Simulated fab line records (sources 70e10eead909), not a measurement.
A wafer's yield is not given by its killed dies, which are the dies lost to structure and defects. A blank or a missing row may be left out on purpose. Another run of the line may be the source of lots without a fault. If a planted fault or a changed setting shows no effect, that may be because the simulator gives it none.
Which tool was responsible? | flow nandHarc | 24 lots, 72 wafers sampled, at 6 steps of a route of 1159

## WHAT THE GAUGES READ, wafer by wafer
No reading from a measuring or inspecting step in the record can be judged against a usual standard deviation.

## EACH LOT AND THE TOOL THAT RAN IT (in order: tool; ch and the chambers of the sampled wafers; start)
lot  | NHARC_A_STAIRCASE_ETCH_190                   | NHARC_A_STAIRCASE_STRIP_316                  | NHARC_A_STAIRCASE_DEP_417       | NHARC_A_STAIRCASE_DEP_325       | NHARC_A_STAIRCASE_DESCUM_443      | NHARC_A_STAIRCASE_STRIP_446
L074 | rieDiel-12 ch 1,3, day 11 23:40 or earlier   | rieDiel-12 ch 2,3, day 11 23:40 or earlier   | pecvd-04 ch 0,1,2, day 11 23:40 | pecvd-03 ch 0,1,2, day 13 02:18 | rieDiel-11 ch 0,2,3, day 13 10:58 | plasmaAsher-02 ch 0,1, day 13 13:22
L076 | rieDiel-04 ch 2,3, day 12 07:55 or earlier   | rieDiel-12 ch 1,3, day 12 07:55 or earlier   | pecvd-04 ch 1,2, day 12 07:55   | pecvd-01 ch 0,1,2, day 13 12:41 | rieDiel-12 ch 0,1, day 13 20:34   | plasmaAsher-02 ch 1, day 13 22:54
L075 | rieDiel-11 ch 0,1, day 12 08:43 or earlier   | rieDiel-04 ch 0,2,3, day 12 08:43 or earlier | pecvd-01 ch 0,1,2, day 12 08:43 | pecvd-04 ch 0,1,2, day 13 12:33 | rieDiel-11 ch 1,2,3, day 13 20:24 | plasmaAsher-01 ch 0,1, day 13 22:44
L078 | rieDiel-12 ch 1,2,3, day 12 19:43 or earlier | rieDiel-11 ch 0,1, day 12 19:43 or earlier   | pecvd-03 ch 1,2, day 12 19:43   | pecvd-03 ch 1,2, day 14 01:28   | rieDiel-12 ch 0,3, day 14 09:01   | plasmaAsher-01 ch 0,1, day 14 11:31
L077 | rieDiel-11 ch 0,1, day 12 22:03 or earlier   | rieDiel-12 ch 0,1,3, day 12 22:03 or earlier | pecvd-04 ch 0,2, day 12 22:03   | pecvd-01 ch 0,2, day 14 01:22   | rieDiel-04 ch 0,2,3, day 14 09:11 | plasmaAsher-02 ch 0,1, day 14 11:38
L079 | rieDiel-04 ch 0,1,2, day 13 06:00 or earlier | rieDiel-11 ch 0,2,3, day 13 06:00 or earlier | pecvd-01 ch 0,1,2, day 13 06:00 | pecvd-04 ch 0,1,2, day 14 11:26 | rieDiel-12 ch 0,1,3, day 14 21:35 | plasmaAsher-01 ch 0,1, day 15 00:07
L081 | rieDiel-11 ch 1,2,3, day 13 19:53 or earlier | rieDiel-11 ch 0,1, day 13 19:53 or earlier   | pecvd-01 ch 0,1,2, day 13 19:53 | pecvd-04 ch 0,1,2, day 15 03:59 | rieDiel-12 ch 0,3, day 15 11:25   | plasmaAsher-01 ch 0,1, day 15 14:02
L080 | rieDiel-04 ch 0,1,3, day 13 19:50 or earlier | rieDiel-04 ch 2,3, day 13 19:50 or earlier   | pecvd-04 ch 0,1,2, day 13 19:50 | pecvd-01 ch 0,1,2, day 15 03:51 | rieDiel-11 ch 2,3, day 15 11:37   | plasmaAsher-02 ch 0,1, day 15 14:04
L083 | rieDiel-11 ch 0,1,3, day 14 09:59 or earlier | rieDiel-11 ch 0,1,2, day 14 09:59 or earlier | pecvd-03 ch 0,1, day 14 09:59   | pecvd-01 ch 1,2, day 15 13:46   | rieDiel-12 ch 0,2,3, day 15 21:59 | plasmaAsher-02 ch 0,1, day 16 00:23
L082 | rieDiel-12 ch 0,1,3, day 14 07:50 or earlier | rieDiel-04 ch 0,1, day 14 07:50 or earlier   | pecvd-04 ch 0,1,2, day 14 07:50 | pecvd-04 ch 0,1, day 15 13:55   | rieDiel-04 ch 1,2, day 15 22:10   | plasmaAsher-01 ch 0,1, day 16 00:37
L085 | rieDiel-04 ch 1,2, day 14 22:12 or earlier   | rieDiel-04 ch 0,2,3, day 14 22:12 or earlier | pecvd-04 ch 0,1,2, day 14 22:12 | pecvd-04 ch 0,1,2, day 16 03:15 | rieDiel-04 ch 0,1,3, day 16 10:56 | plasmaAsher-01 ch 0,1, day 16 13:19
L087 | rieDiel-12 ch 0,3, day 15 04:48 or earlier   | rieDiel-12 ch 1,3, day 15 04:48 or earlier   | pecvd-01 ch 1,2, day 15 04:48   | pecvd-01 ch 0,1,2, day 16 08:15 | rieDiel-04 ch 1,3, day 16 17:59   | plasmaAsher-01 ch 0,1, day 16 20:33
L086 | rieDiel-04 ch 0,2, day 15 07:16 or earlier   | rieDiel-11 ch 0,1, day 15 07:16 or earlier   | pecvd-03 ch 0,1, day 15 07:16   | pecvd-04 ch 1,2, day 16 08:10   | rieDiel-12 ch 1,2,3, day 16 18:13 | plasmaAsher-02 ch 0,1, day 16 20:32
L089 | rieDiel-11 ch 0,1,2, day 15 16:23 or earlier | rieDiel-11 ch 0,1, day 15 16:23 or earlier   | pecvd-03 ch 0,2, day 15 16:23   | pecvd-03 ch 0,1,2, day 16 20:53 | rieDiel-04 ch 0,1,2, day 17 04:20 | plasmaAsher-02 ch 0,1, day 17 08:28
L084 | rieDiel-12 ch 0,1,3, day 15 16:35 or earlier | rieDiel-04 ch 0,2,3, day 15 16:35 or earlier | pecvd-03 ch 0,1,2, day 15 16:35 | pecvd-03 ch 0,1, day 16 20:19   | rieDiel-04 ch 1,2,3, day 17 04:11 | plasmaAsher-01 ch 0,1, day 17 06:41
L088 | rieDiel-11 ch 0,1,2, day 15 18:27 or earlier | rieDiel-04 ch 0,1, day 15 18:27 or earlier   | pecvd-04 ch 1,2, day 15 18:27   | pecvd-01 ch 0,1,2, day 16 20:26 | rieDiel-04 ch 0,3, day 17 04:22   | plasmaAsher-01 ch 1, day 17 09:37
L090 | rieDiel-12 ch 0,2,3, day 16 04:47 or earlier | rieDiel-12 ch 0,1,3, day 16 04:47 or earlier | pecvd-01 ch 0,1,2, day 16 04:47 | pecvd-01 ch 0,1,2, day 17 07:00 | rieDiel-11 ch 0,2,3, day 17 15:22 | plasmaAsher-02 ch 0,1, day 17 17:42
L093 | rieDiel-11 ch 0,1,2, day 16 15:32 or earlier | rieDiel-12 ch 0,3, day 16 15:32 or earlier   | pecvd-01 ch 0,1,2, day 16 15:32 | pecvd-03 ch 0,1, day 17 19:21   | rieDiel-12 ch 0,1,3, day 18 04:40 | plasmaAsher-01 ch 0,1, day 18 07:34
L094 | rieDiel-12 ch 2,3, day 16 19:08 or earlier   | rieDiel-04 ch 2,3, day 16 19:08 or earlier   | pecvd-03 ch 0,1, day 16 19:08   | pecvd-04 ch 0,1, day 17 19:21   | rieDiel-11 ch 0,1,3, day 18 04:49 | plasmaAsher-02 ch 0,1, day 18 07:17
L091 | rieDiel-11 ch 0,3, day 16 18:24 or earlier   | rieDiel-12 ch 0,1,3, day 16 18:24 or earlier | pecvd-01 ch 0,1,2, day 16 18:24 | pecvd-01 ch 0,1,2, day 17 19:40 | rieDiel-04 ch 1,2,3, day 18 04:29 | plasmaAsher-01 ch 0,1, day 18 06:57
L092 | rieDiel-11 ch 0,3, day 16 21:47 or earlier   | rieDiel-11 ch 0,1,2, day 16 21:47 or earlier | pecvd-03 ch 0,2, day 16 21:47   | pecvd-04 ch 0,1, day 18 00:47   | rieDiel-11 ch 1,2,3, day 18 13:31 | plasmaAsher-02 ch 0,1, day 18 15:52
L096 | rieDiel-04 ch 0,1,3, day 17 13:02 or earlier | rieDiel-12 ch 0,1,3, day 17 13:02 or earlier | pecvd-04 ch 0,2, day 17 13:02   | pecvd-03 ch 0,1,2, day 19 01:56 | rieDiel-11 ch 0,1,2, day 19 10:25 | plasmaAsher-02 ch 0,1, day 19 12:50
L097 | rieDiel-12 ch 0,1,3, day 17 17:33 or earlier | rieDiel-04 ch 0,1,2, day 17 17:33 or earlier | pecvd-04 ch 0,2, day 17 17:33   | pecvd-01 ch 0,2, day 19 01:59   | rieDiel-12 ch 0,1, day 19 10:27   | plasmaAsher-01 ch 0,1, day 19 12:49
L095 | rieDiel-11 ch 0,1,3, day 17 21:34 or earlier | rieDiel-11 ch 1,2,3, day 17 21:34 or earlier | pecvd-03 ch 0,1, day 17 21:34   | pecvd-04 ch 0,1,2, day 19 01:56 | rieDiel-11 ch 0,1,2, day 19 10:29 | plasmaAsher-02 ch 0,1, day 19 14:16
- NHARC_A_STAIRCASE_ETCH_190: etches the open film in C4F8/O2, target depth 100 nm, time 40.5 s.
- NHARC_A_STAIRCASE_STRIP_316: strips in O2.
- NHARC_A_STAIRCASE_DEP_417: deposits Si3N4, target thk 60 nm.
- NHARC_A_STAIRCASE_DEP_325: deposits SiO2, target thk 3800 nm.
- NHARC_A_STAIRCASE_DESCUM_443: chemistry O2, time 3 s.
- NHARC_A_STAIRCASE_STRIP_446: strips in O2.

## WHAT THE TOOLS THEMSELVES READ (means of the sampled wafers that have a number; where no wafer has one, the mark that the record gives instead)
NHARC_A_STAIRCASE_ETCH_190.
lot  | tool       | oesProductAu (a.u.) | rfVppV (V)
L074 | rieDiel-12 | 0.938               | 893
L076 | rieDiel-04 | 0.943               | 897
L075 | rieDiel-11 | 0.944               | 889
L078 | rieDiel-12 | 0.938               | 896
L077 | rieDiel-11 | 0.931               | 889
L079 | rieDiel-04 | 0.946               | 892
L081 | rieDiel-11 | 0.938               | 899
L080 | rieDiel-04 | 0.947               | 894
L083 | rieDiel-11 | 0.941               | 893
L082 | rieDiel-12 | 0.933               | 895
L085 | rieDiel-04 | 0.946               | 892
L087 | rieDiel-12 | 0.946               | 897
L086 | rieDiel-04 | 0.946               | 891
L089 | rieDiel-11 | 0.962               | 893
L084 | rieDiel-12 | 0.936               | 895
L088 | rieDiel-11 | 0.946               | 893
L090 | rieDiel-12 | 0.923               | 897
L093 | rieDiel-11 | 0.933               | 893
L094 | rieDiel-12 | 0.934               | 897
L091 | rieDiel-11 | 0.936               | 892
L092 | rieDiel-11 | 0.935               | 892
L096 | rieDiel-04 | 0.937               | 893
L097 | rieDiel-12 | 0.932               | 895
L095 | rieDiel-11 | 0.935               | 900

NHARC_A_STAIRCASE_STRIP_316.
lot  | tool       | drypumpMotorCurrentA (A) | oesProductAu (a.u.) | rfVppV (V) | showerheadPlenumPTorr (Torr) | throttleValvePct (%)
L074 | rieDiel-12 | 5.8                      | 0.994               | 58.7       | 3.57                         | 17.032
L076 | rieDiel-12 | 5.6                      | 0.999               | 57.3       | 3.56                         | 17.028
L075 | rieDiel-04 | 5.3                      | 1.004               | 58.4       | 3.48                         | 17.040
L078 | rieDiel-11 | 5.5                      | 1.006               | 58.0       | 3.32                         | 17.037
L077 | rieDiel-12 | 5.6                      | 0.992               | 57.8       | 3.51                         | 17.030
L079 | rieDiel-11 | 5.3                      | 0.999               | 57.4       | 3.58                         | 17.040
L081 | rieDiel-11 | 5.5                      | 1.009               | 57.9       | 3.32                         | 17.035
L080 | rieDiel-04 | 5.6                      | 0.991               | 57.5       | 3.52                         | 17.033
L083 | rieDiel-11 | 5.4                      | 1.006               | 58.3       | 3.44                         | 17.033
L082 | rieDiel-04 | 5.8                      | 1.010               | 57.8       | 3.37                         | 17.032
L085 | rieDiel-04 | 5.3                      | 1.001               | 57.1       | 3.47                         | 17.034
L087 | rieDiel-12 | 5.7                      | 0.992               | 58.3       | 3.55                         | 17.039
L086 | rieDiel-11 | 5.5                      | 1.006               | 57.5       | 3.31                         | 17.043
L089 | rieDiel-11 | 5.5                      | 1.005               | 56.9       | 3.31                         | 17.037
L084 | rieDiel-04 | 5.3                      | 1.002               | 57.0       | 3.46                         | 17.036
L088 | rieDiel-04 | 5.4                      | 1.002               | 57.6       | 3.34                         | 17.042
L090 | rieDiel-12 | 5.6                      | 0.991               | 58.2       | 3.50                         | 17.033
L093 | rieDiel-12 | 5.9                      | 1.001               | 57.0       | 3.59                         | 17.043
L094 | rieDiel-04 | 5.6                      | 0.999               | 58.5       | 3.50                         | 17.035
L091 | rieDiel-12 | 5.6                      | 1.004               | 57.3       | 3.49                         | 17.038
L092 | rieDiel-11 | 5.4                      | 1.003               | 57.7       | 3.61                         | 17.040
L096 | rieDiel-12 | 5.6                      | 1.003               | 58.1       | 3.49                         | 17.036
L097 | rieDiel-04 | 5.6                      | 0.999               | 57.0       | 3.37                         | 17.034
L095 | rieDiel-11 | 5.7                      | 1.003               | 57.3       | 3.58                         | 17.041

NHARC_A_STAIRCASE_DEP_417.
lot  | tool     | heaterPowerOuterW (W) | heaterPowerW (W) | susceptorTempC (C)
L074 | pecvd-04 | 373                   | 720              | 400.00
L076 | pecvd-04 | 395                   | 746              | 399.76
L075 | pecvd-01 | 433                   | 741              | 400.03
L078 | pecvd-03 | 535                   | 848              | 400.22
L077 | pecvd-04 | 400                   | 745              | 399.90
L079 | pecvd-01 | 392                   | 697              | 399.96
L081 | pecvd-01 | 420                   | 712              | 399.80
L080 | pecvd-04 | 422                   | 792              | 400.20
L083 | pecvd-03 | 412                   | 680              | 400.09
L082 | pecvd-04 | 414                   | 788              | 400.00
L085 | pecvd-04 | 395                   | 740              | 400.00
L087 | pecvd-01 | 490                   | 826              | 399.95
L086 | pecvd-03 | 371                   | 625              | 399.70
L089 | pecvd-03 | 435                   | 698              | 399.95
L084 | pecvd-03 | 437                   | 722              | 399.85
L088 | pecvd-04 | 422                   | 790              | 400.20
L090 | pecvd-01 | 415                   | 720              | 400.08
L093 | pecvd-01 | 445                   | 744              | 399.82
L094 | pecvd-03 | 388                   | 645              | 400.05
L091 | pecvd-01 | 403                   | 709              | 400.01
L092 | pecvd-03 | 471                   | 759              | 399.63
L096 | pecvd-04 | 341                   | 688              | 400.12
L097 | pecvd-04 | 351                   | 700              | 399.95
L095 | pecvd-03 | 401                   | 665              | 400.22

NHARC_A_STAIRCASE_DEP_325.
lot  | tool     | heaterPowerOuterW (W) | heaterPowerW (W) | susceptorTempC (C)
L074 | pecvd-03 | 358                   | 624              | 400.00
L076 | pecvd-01 | 367                   | 656              | 399.94
L075 | pecvd-04 | 346                   | 688              | 399.70
L078 | pecvd-03 | 436                   | 738              | 400.04
L077 | pecvd-01 | 376                   | 660              | 400.14
L079 | pecvd-04 | 400                   | 747              | 399.83
L081 | pecvd-04 | 317                   | 646              | 399.93
L080 | pecvd-01 | 348                   | 628              | 400.05
L083 | pecvd-01 | 405                   | 703              | 399.83
L082 | pecvd-04 | 361                   | 690              | 400.08
L085 | pecvd-04 | 371                   | 709              | 399.94
L087 | pecvd-01 | 387                   | 677              | 400.22
L086 | pecvd-04 | 389                   | 727              | 399.90
L089 | pecvd-03 | 376                   | 633              | 399.94
L084 | pecvd-03 | 384                   | 659              | 400.04
L088 | pecvd-01 | 390                   | 683              | 400.26
L090 | pecvd-01 | 407                   | 692              | 399.90
L093 | pecvd-03 | 378                   | 644              | 400.27
L094 | pecvd-04 | 358                   | 687              | 400.21
L091 | pecvd-01 | 340                   | 616              | 400.09
L092 | pecvd-04 | 379                   | 701              | 400.04
L096 | pecvd-03 | 403                   | 679              | 400.08
L097 | pecvd-01 | 355                   | 641              | 399.85
L095 | pecvd-04 | 360                   | 687              | 399.75

NHARC_A_STAIRCASE_DESCUM_443.
lot  | tool       | drypumpMotorCurrentA (A) | oesProductAu (a.u.) | rfVppV (V) | showerheadPlenumPTorr (Torr) | throttleValvePct (%)
L074 | rieDiel-11 | 5.3                      | 1.005               | 58.6       | 1.94                         | 11.313
L076 | rieDiel-12 | 5.5                      | 0.992               | 57.1       | 1.88                         | 11.316
L075 | rieDiel-11 | 5.7                      | 1.009               | 57.8       | 1.95                         | 11.309
L078 | rieDiel-12 | 5.8                      | 0.993               | 57.5       | 1.96                         | 11.305
L077 | rieDiel-04 | 5.3                      | 1.004               | 56.7       | 1.88                         | 11.308
L079 | rieDiel-12 | 5.5                      | 0.998               | 57.3       | 1.90                         | 11.308
L081 | rieDiel-12 | 5.8                      | 1.007               | 58.2       | 1.93                         | 11.310
L080 | rieDiel-11 | 5.2                      | 1.006               | 57.9       | 2.01                         | 11.315
L083 | rieDiel-12 | 5.8                      | 0.994               | 58.3       | 1.93                         | 11.309
L082 | rieDiel-04 | 6.0                      | 0.999               | 57.9       | 1.84                         | 11.302
L085 | rieDiel-04 | 5.5                      | 0.996               | 56.5       | 1.87                         | 11.319
L087 | rieDiel-04 | 5.9                      | 1.004               | 57.7       | 1.88                         | 11.315
L086 | rieDiel-12 | 5.6                      | 0.998               | 57.2       | 1.90                         | 11.315
L089 | rieDiel-04 | 5.6                      | 0.998               | 57.5       | 1.82                         | 11.318
L084 | rieDiel-04 | 5.7                      | 0.995               | 57.1       | 1.89                         | 11.308
L088 | rieDiel-04 | 5.2                      | 1.000               | 58.3       | 1.91                         | 11.299
L090 | rieDiel-11 | 5.3                      | 0.996               | 57.9       | 2.03                         | 11.311
L093 | rieDiel-12 | 5.5                      | 0.995               | 57.3       | 1.89                         | 11.312
L094 | rieDiel-11 | 5.8                      | 0.998               | 58.5       | 1.97                         | 11.303
L091 | rieDiel-04 | 5.7                      | 0.998               | 57.7       | 1.88                         | 11.308
L092 | rieDiel-11 | 5.7                      | 1.003               | 58.6       | 1.94                         | 11.310
L096 | rieDiel-11 | 5.4                      | 1.000               | 58.5       | 1.95                         | 11.302
L097 | rieDiel-12 | 5.2                      | 0.991               | 57.4       | 1.83                         | 11.307
L095 | rieDiel-11 | 5.4                      | 1.002               | 57.7       | 1.95                         | 11.313

NHARC_A_STAIRCASE_STRIP_446.
lot  | tool           | drypumpMotorCurrentA (A) | heaterPowerW (W)
L074 | plasmaAsher-02 | 5.3                      | 321
L076 | plasmaAsher-02 | 5.1                      | 311
L075 | plasmaAsher-01 | 5.1                      | 305
L078 | plasmaAsher-01 | 5.1                      | 303
L077 | plasmaAsher-02 | 5.3                      | 316
L079 | plasmaAsher-01 | 5.3                      | 309
L081 | plasmaAsher-01 | 5.2                      | 301
L080 | plasmaAsher-02 | 5.5                      | 324
L083 | plasmaAsher-02 | 5.4                      | 322
L082 | plasmaAsher-01 | 5.4                      | 308
L085 | plasmaAsher-01 | 5.1                      | 300
L087 | plasmaAsher-01 | 5.2                      | 302
L086 | plasmaAsher-02 | 5.6                      | 321
L089 | plasmaAsher-02 | 5.3                      | 311
L084 | plasmaAsher-01 | 5.4                      | 304
L088 | plasmaAsher-01 | 4.9                      | 294
L090 | plasmaAsher-02 | 5.3                      | 309
L093 | plasmaAsher-01 | 5.4                      | 304
L094 | plasmaAsher-02 | 5.4                      | 311
L091 | plasmaAsher-01 | 5.4                      | 313
L092 | plasmaAsher-02 | 5.3                      | 309
L096 | plasmaAsher-02 | 5.6                      | 321
L097 | plasmaAsher-01 | 5.2                      | 301
L095 | plasmaAsher-02 | 5.6                      | 326

## THE ANSWER, worked out from the rows above alone
Rule: the lots themselves supply what counts as usual. The widest of any qualifying gaps counts: lots, ordered by their means at a reading, are off when they make up no more than a third of the lots, leave a main group of 4 or more, and stand apart from it by 3 or more times the standard deviation of that group's means. A main group whose means are all the same, to the digits that the tables above print for the reading, isn't used. A lot without any number at a reading at which 4 lots or more have one is off too. Where the step has rows for the other lots, those lots are counted as sound. First the gauges in route order, then the tools' own readings, where a lot's mean is used as printed above. At the first step where some lot is off, the reading lying furthest off is the one used; lots without a number count as furthest.
Nothing can be told from this: no lot is off at any reading shown.

## WHAT WAS PUT IN BY THE SIMULATOR
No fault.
